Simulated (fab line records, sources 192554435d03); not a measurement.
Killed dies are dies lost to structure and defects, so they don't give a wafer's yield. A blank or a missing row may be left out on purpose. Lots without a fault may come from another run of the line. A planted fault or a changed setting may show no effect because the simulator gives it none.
Split-lot experiment | flow n5_finfet | 7 lots, 21 wafers read, on a route of 1938 steps

THE SPLIT
At N5_BEOL_M10_COAT_60 (time 60 s, resist thk 30 nm), the setting spin_rpm was moved away from the recipe's 1500 rpm on 5 of the 21 wafers read, by -9.3% to +7.9%. The other wafers ran this setting at the recipe's value.

FROM THE SPLIT TO THE READING: what the file shows between them, 3 steps
- N5_BEOL_M10_COAT_05: resist thk 90 nm
- N5_BEOL_M10_EBR_07
- N5_BEOL_M10_DESCUM_16: chemistry O2, time 7.9 s

THE READING
CAR-ArF_of_BEOL_M10_COAT_05.thk_nm (the simulator's own value, which no gauge read), in nm, at N5_BEOL_M10_ETCH_61 (etches SiARC in CF4, target depth 39 nm, time 65 s). The file gives no usual value for it. The 16 wafers here that ran the recipe average 55.5 nm, standard deviation 0.3 nm.

wafer  | tool, chamber at the split | spin_rpm as run, rpm | against the recipe | CAR-ArF_of_BEOL_M10_COAT_05.thk_nm, nm | against lot-mates on the recipe
L079.2 | litho_track-01, 0          | 1500                 | recipe             | 55.6                                   | -
L079.5 | litho_track-01, 0          | 1500                 | recipe             | 55.8                                   | -
L079.6 | litho_track-01, 0          | 1619                 | +7.9%              | 56.8                                   | +1.1
L080.1 | litho_track-01, 0          | 1500                 | recipe             | 55.6                                   | -
L080.2 | litho_track-01, 0          | 1500                 | recipe             | 55.4                                   | -
L080.3 | litho_track-01, 0          | 1360                 | -9.3%              | 54.4                                   | -1.1
L082.4 | litho_track-01, 0          | 1580                 | +5.3%              | 56.2                                   | +0.4
L082.5 | litho_track-01, 0          | 1500                 | recipe             | 56                                     | -
L082.6 | litho_track-01, 0          | 1500                 | recipe             | 55.6                                   | -
L088.1 | litho_track-01, 0          | 1500                 | recipe             | 55                                     | -
L088.2 | litho_track-01, 0          | 1500                 | recipe             | 55                                     | -
L088.5 | litho_track-01, 0          | 1500                 | recipe             | 55.2                                   | -
L090.1 | litho_track-04, 0          | 1500                 | recipe             | 55.4                                   | -
L090.3 | litho_track-04, 0          | 1500                 | recipe             | 55.6                                   | -
L090.4 | litho_track-04, 0          | 1500                 | recipe             | 55                                     | -
L094.2 | litho_track-01, 0          | 1500                 | recipe             | 55.6                                   | -
L094.3 | litho_track-01, 0          | 1500                 | recipe             | 55.8                                   | -
L094.4 | litho_track-01, 0          | 1500                 | recipe             | 55.4                                   | -
L097.1 | litho_track-04, 0          | 1393                 | -7.1%              | 54.4                                   | -0.8
L097.2 | litho_track-04, 0          | 1393                 | -7.1%              | 54.4                                   | -0.8
L097.4 | litho_track-04, 0          | 1500                 | recipe             | 55.2                                   | -

THE FIT
A straight line over all 21 wafers: CAR-ArF_of_BEOL_M10_COAT_05.thk_nm changes by +0.142 nm for each +1% of spin_rpm; r = +0.89; the points scatter about the line by 0.28 nm.
The same after taking each lot's own level away (the mean of its wafers on the recipe; 21 wafers): +0.116 nm for each +1%; r = +0.94; scatter 0.16 nm.
On that fit, the largest move of spin_rpm shifts the reading by 1.1 nm.
The lots' own levels span 55.07 to 55.80 nm, that is 2.5 times the standard deviation above.
So the lot-to-lot level changes the slope: the two fits differ.
Check: with one of the wafers moved furthest among these (-9.3%) left out of the fit, the line predicts -1.08 nm for it against its lot-mates. It came out at -1.1 nm against them.

OTHER SPLITS ON THESE WAFERS
These wafers also went through other splits before the reading. Each is held against what the fit with the lots' levels taken away leaves over:
other split on the same wafers    | wafers away from the commonest value | r with CAR-ArF_of_BEOL_M10_COAT_05.thk_nm (lot level and that fit taken away)
N5_BEOL_M9_HM_DEP_02 target_thk_a | 7                                    | +0.00

THE WHOLE CHAIN: every reading that the file lists as answering this split, in the file's order
step                | what it does                                       | reading                                                                             | change (the file's fit)               | r (the file's)
N5_BEOL_M10_COAT_60 | time 60 s, resist thk 30 nm                        | SiARC_of_BEOL_M10_COAT_60.thk_nm (the simulator's own value, which no gauge read)   | -0.151 nm for each +1% of the setting | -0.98
N5_BEOL_M10_ETCH_61 | etches SiARC in CF4, target depth 39 nm, time 65 s | etch.depth_nm (the simulator's own value, which no gauge read)                      | -0.157 nm for each +1% of the setting | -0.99
N5_BEOL_M10_ETCH_61 | etches SiARC in CF4, target depth 39 nm, time 65 s | CAR-ArF_of_BEOL_M10_COAT_05.thk_nm (the simulator's own value, which no gauge read) | +0.117 nm for each +1% of the setting | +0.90

THE FILE'S OWN FIT
CAR-ArF_of_BEOL_M10_COAT_05.thk_nm changes by +0.117 nm for each +1% of spin_rpm, r = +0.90.
